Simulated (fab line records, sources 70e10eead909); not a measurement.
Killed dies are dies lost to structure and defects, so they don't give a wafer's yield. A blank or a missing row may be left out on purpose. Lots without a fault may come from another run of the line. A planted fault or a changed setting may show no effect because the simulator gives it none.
Which tool did it? | flow nand_harc | 12 lots, 36 wafers sampled, at 5 steps of a route of 1159

WHAT THE GAUGES READ, wafer by wafer
NHARC_END_SORT_01. Usual: killed_at_array 24, standard deviation 7.4; killed_at_other 0.5, standard deviation 0.81; killed_at_periphery 3.4, standard deviation 2.3; killed_dies 28, standard deviation 8; killed_open 3.4, standard deviation 1.8; killed_short 2.0, standard deviation 1.4.
lot  | measured     | on        | killed_at_array | killed_at_other | killed_at_periphery | killed_dies | killed_open | killed_short | flag
L380 | day 21 17:27 | prober-01 | 30 650 27       | 0 0 0           | 7 9 7               | 37 659 34   | 3 5 4       | 1 2 2        | OFF
L383 | day 22 13:58 | prober-01 | 655 653 661     | 0 0 0           | 7 2 2               | 662 655 663 | 5 6 5       | 2 2 1        | OFF

WHICH TOOL RAN EACH LOT (tool, then ch and the chambers of the sampled wafers, then the start)
lot  | NHARC_A_SGD_CUT_ETCHBACK_24        | NHARC_A_WL_FILL_RTA_01           | NHARC_A_WL_FILL_ETCHBACK_04       | NHARC_A_WL_FILL_STRIP_27
L372 | rie_diel-02 ch 0,1, day 14 10:19   | rtp_anneal-02 ch 0, day 15 02:31 | rie_metal-01 ch 0,1, day 15 06:40 | plasma_asher-02 ch 0,1, day 15 07:01
L370 | rie_diel-02 ch 0,1,3, day 14 10:25 | rtp_anneal-01 ch 0, day 15 05:20 | rie_metal-02 ch 0,1, day 15 10:58 | plasma_asher-01 ch 0, day 15 11:20
L374 | rie_diel-04 ch 1,2,3, day 15 03:32 | rtp_anneal-02 ch 0, day 15 18:24 | rie_metal-03 ch 0,1, day 15 22:22 | plasma_asher-01 ch 0,1, day 15 22:48
L376 | rie_diel-04 ch 0,1,2, day 15 03:37 | rtp_anneal-02 ch 0, day 15 18:31 | rie_metal-01 ch 0,1, day 16 01:08 | plasma_asher-01 ch 0,1, day 16 01:29
L377 | rie_diel-02 ch 0,1,3, day 15 18:41 | rtp_anneal-02 ch 0, day 16 13:10 | rie_metal-01 ch 0,1, day 16 17:07 | plasma_asher-02 ch 0,1, day 16 17:29
L380 | rie_diel-04 ch 0,2, day 16 16:56   | rtp_anneal-01 ch 0, day 17 07:49 | rie_metal-02 ch 0,1, day 17 15:39 | plasma_asher-01 ch 0,1, day 17 16:04
L383 | rie_diel-02 ch 1,3, day 17 06:14   | rtp_anneal-02 ch 0, day 18 02:35 | rie_metal-02 ch 0, day 18 09:20   | plasma_asher-01 ch 0,1, day 18 10:15
L381 | rie_diel-04 ch 0,3, day 17 06:16   | rtp_anneal-01 ch 0, day 18 02:44 | rie_metal-01 ch 1, day 18 09:19   | plasma_asher-02 ch 0,1, day 18 10:01
L384 | rie_diel-04 ch 1,2,3, day 17 22:59 | rtp_anneal-01 ch 0, day 18 18:53 | rie_metal-01 ch 0,1, day 18 22:56 | plasma_asher-01 ch 0,1, day 18 23:30
L387 | rie_diel-02 ch 0,1,3, day 18 04:57 | rtp_anneal-01 ch 0, day 18 19:46 | rie_metal-01 ch 0,1, day 19 01:48 | plasma_asher-01 ch 0,1, day 19 02:09
L391 | rie_diel-04 ch 1,2, day 18 22:43   | rtp_anneal-01 ch 0, day 19 13:43 | rie_metal-01 ch 0,1, day 19 17:53 | plasma_asher-02 ch 0,1, day 19 18:20
L393 | rie_diel-02 ch 0,2, day 20 04:50   | rtp_anneal-01 ch 0, day 20 23:10 | rie_metal-02 ch 0,1, day 21 03:07 | plasma_asher-02 ch 0,1, day 21 03:28
- NHARC_A_SGD_CUT_ETCHBACK_24: etches the open film in CH3F/O2, target depth 50 nm, time 92.857 s.
- NHARC_A_WL_FILL_RTA_01: time 5 s.
- NHARC_A_WL_FILL_ETCHBACK_04: etches the open film in NF3, target depth 60 nm, time 120 s.
- NHARC_A_WL_FILL_STRIP_27: strips in N2/H2, time 20 s.

WHAT THE TOOLS THEMSELVES READ (means of the sampled wafers that have a number; where no wafer has one, the mark that the record gives instead)
NHARC_A_SGD_CUT_ETCHBACK_24. Usual: drypump_motor_current_A 5.6 A, standard deviation 0.44; o2_flow_sccm 29.98 sccm, standard deviation 0.087; oes_product_au 0.98 a.u., standard deviation 0.034; rf_vpp_V 244.1 V, standard deviation 1.5; run_length_s 114.1 s, standard deviation 0.48; showerhead_plenum_p_Torr 2.44 Torr, standard deviation 0.097; throttle_valve_pct 20.662 %, standard deviation 0.0087.
lot  | tool        | drypump_motor_current_A (A) | o2_flow_sccm (sccm) | oes_product_au (a.u.) | rf_vpp_V (V) | run_length_s (s) | showerhead_plenum_p_Torr (Torr) | throttle_valve_pct (%) | flag
L372 | rie_diel-02 | 5.7                         | 30.00               | 1.00                  | 242.5        | 114.2            | 2.33                            | 20.657                 |
L370 | rie_diel-02 | 5.7                         | 30.05               | 0.99                  | 242.4        | 114.2            | 2.35                            | 20.666                 |
L374 | rie_diel-04 | 5.7                         | 29.99               | 1.00                  | 244.2        | 114.1            | 2.52                            | 20.666                 |
L376 | rie_diel-04 | 5.3                         | 30.05               | 0.93                  | 245.4        | 114.1            | 2.56                            | 20.667                 |
L377 | rie_diel-02 | 5.7                         | 29.97               | 1.00                  | 243.5        | 114.4            | 2.35                            | 20.667                 |
L380 | rie_diel-04 | 5.3                         | 29.98               | 1.00                  | 245.4        | 114.0            | 2.55                            | 20.661                 |
L383 | rie_diel-02 | 5.7                         | 29.93               | 1.00                  | 243.1        | 114.6            | 2.38                            | 20.651                 |
L381 | rie_diel-04 | 5.7                         | 30.00               | 0.93                  | 246.3        | 114.0            | 2.56                            | 20.659                 |
L384 | rie_diel-04 | 5.7                         | 29.87               | 1.00                  | 245.7        | 114.2            | 2.51                            | 20.665                 |
L387 | rie_diel-02 | 5.7                         | 29.98               | 1.01                  | 242.7        | 114.2            | 2.35                            | 20.666                 |
L391 | rie_diel-04 | 5.3                         | 29.99               | 1.00                  | 244.8        | 114.0            | 2.51                            | 20.661                 |
L393 | rie_diel-02 | 5.7                         | 29.98               | 0.93                  | 243.5        | 114.3            | 2.37                            | 20.665                 |

NHARC_A_WL_FILL_RTA_01. Usual: lamp_power_pct 32.9 %, standard deviation 1.5; lamp_zone_6_pct 32.8 %, standard deviation 1.5; wafer_temp_C_max 1005.8, standard deviation 2.7.
lot  | tool          | lamp_power_pct (%) | lamp_zone_6_pct (%) | wafer_temp_C_max | flag
L372 | rtp_anneal-02 | 31.3               | 31.2                | 1003.6           |
L370 | rtp_anneal-01 | 34.2               | 34.1                | 1007.3           |
L374 | rtp_anneal-02 | 31.3               | 31.2                | 1003.1           |
L376 | rtp_anneal-02 | 31.3               | 31.2                | 1003.5           |
L377 | rtp_anneal-02 | 31.3               | 31.2                | 1003.0           |
L380 | rtp_anneal-01 | 34.2               | 34.2                | 1007.0           |
L383 | rtp_anneal-02 | 31.3               | 31.2                | 1003.2           |
L381 | rtp_anneal-01 | 34.2               | 34.1                | 1011.9           |
L384 | rtp_anneal-01 | 34.2               | 34.1                | 1008.3           |
L387 | rtp_anneal-01 | 34.2               | 34.2                | 1007.0           |
L391 | rtp_anneal-01 | 34.2               | 34.1                | 1007.8           |
L393 | rtp_anneal-01 | 34.2               | 34.2                | 1007.7           |

NHARC_A_WL_FILL_ETCHBACK_04. Usual: drypump_motor_current_A 5.90 A, standard deviation 0.18; oes_product_au 0.999 a.u., standard deviation 0.0078; run_length_s 141.3 s, standard deviation 0.45.
lot  | tool         | drypump_motor_current_A (A) | oes_product_au (a.u.) | run_length_s (s) | flag
L372 | rie_metal-01 | 5.95                        | 1.002                 | 141.1            |
L370 | rie_metal-02 | 5.85                        | 0.998                 | 141.3            |
L374 | rie_metal-03 | 6.15                        | 0.997                 | 141.8            |
L376 | rie_metal-01 | 5.84                        | 0.998                 | 140.7            |
L377 | rie_metal-01 | 5.86                        | 0.998                 | 140.7            |
L380 | rie_metal-02 | 5.74                        | 1.010                 | 127.0            | OFF
L383 | rie_metal-02 | 5.94                        | 1.006                 | 98.3             | OFF
L381 | rie_metal-01 | 6.05                        | 0.996                 | 141.5            |
L384 | rie_metal-01 | 5.95                        | 0.988                 | 141.0            |
L387 | rie_metal-01 | 5.88                        | 0.992                 | 140.9            |
L391 | rie_metal-01 | 5.95                        | 0.998                 | 141.4            |
L393 | rie_metal-02 | 5.73                        | 1.010                 | 141.4            |

NHARC_A_WL_FILL_STRIP_27. Usual: drypump_motor_current_A 5.8 A, standard deviation 0.45; heater_power_w 352 W, standard deviation 36.
lot  | tool            | drypump_motor_current_A (A) | heater_power_w (W) | flag
L372 | plasma_asher-02 | 5.5                         | 333                |
L370 | plasma_asher-01 | 6.5                         | 399                |
L374 | plasma_asher-01 | 6.3                         | 393                |
L376 | plasma_asher-01 | 6.3                         | 391                |
L377 | plasma_asher-02 | 5.5                         | 335                |
L380 | plasma_asher-01 | 6.0                         | 372                |
L383 | plasma_asher-01 | 6.2                         | 387                |
L381 | plasma_asher-02 | 5.5                         | 332                |
L384 | plasma_asher-01 | 6.0                         | 378                |
L387 | plasma_asher-01 | 6.3                         | 390                |
L391 | plasma_asher-02 | 5.5                         | 329                |
L393 | plasma_asher-02 | 5.5                         | 331                |

THE ANSWER, worked out from the rows above alone
Rule: a lot is off if the mean of its wafers that have a number lies more than 3 standard deviations from the usual mean. A lot without any number at a reading at which 4 lots or more have one is off too. The other lots that the step has rows for count as sound. The gauges are gone through in route order, then the tools' own readings, and for those a lot's mean is taken as printed above. The first step at which some lot is off is used, and at that step the reading that is off furthest; a lot without a number counts as furthest.
Off: L380, L383, at NHARC_END_SORT_01 (killed_at_array). Neither off nor sound, because the step has no rows for them: L372, L370, L374, L376, L377, L381, L384, L387, L391, L393.
A tool fits if, at a process step before that reading, it ran every lot that is off, and no sound lot after the first of them. The gauges at NHARC_END_SORT_01 aren't tried: what is off there is off at NHARC_A_WL_FILL_ETCHBACK_04 too, on other tools, and a gauge's error can't cause that. Can't be told from this: 2 tools fit, rie_metal-02 at NHARC_A_WL_FILL_ETCHBACK_04, plasma_asher-01 at NHARC_A_WL_FILL_STRIP_27.

WHAT THE SIMULATOR HAD PUT IN
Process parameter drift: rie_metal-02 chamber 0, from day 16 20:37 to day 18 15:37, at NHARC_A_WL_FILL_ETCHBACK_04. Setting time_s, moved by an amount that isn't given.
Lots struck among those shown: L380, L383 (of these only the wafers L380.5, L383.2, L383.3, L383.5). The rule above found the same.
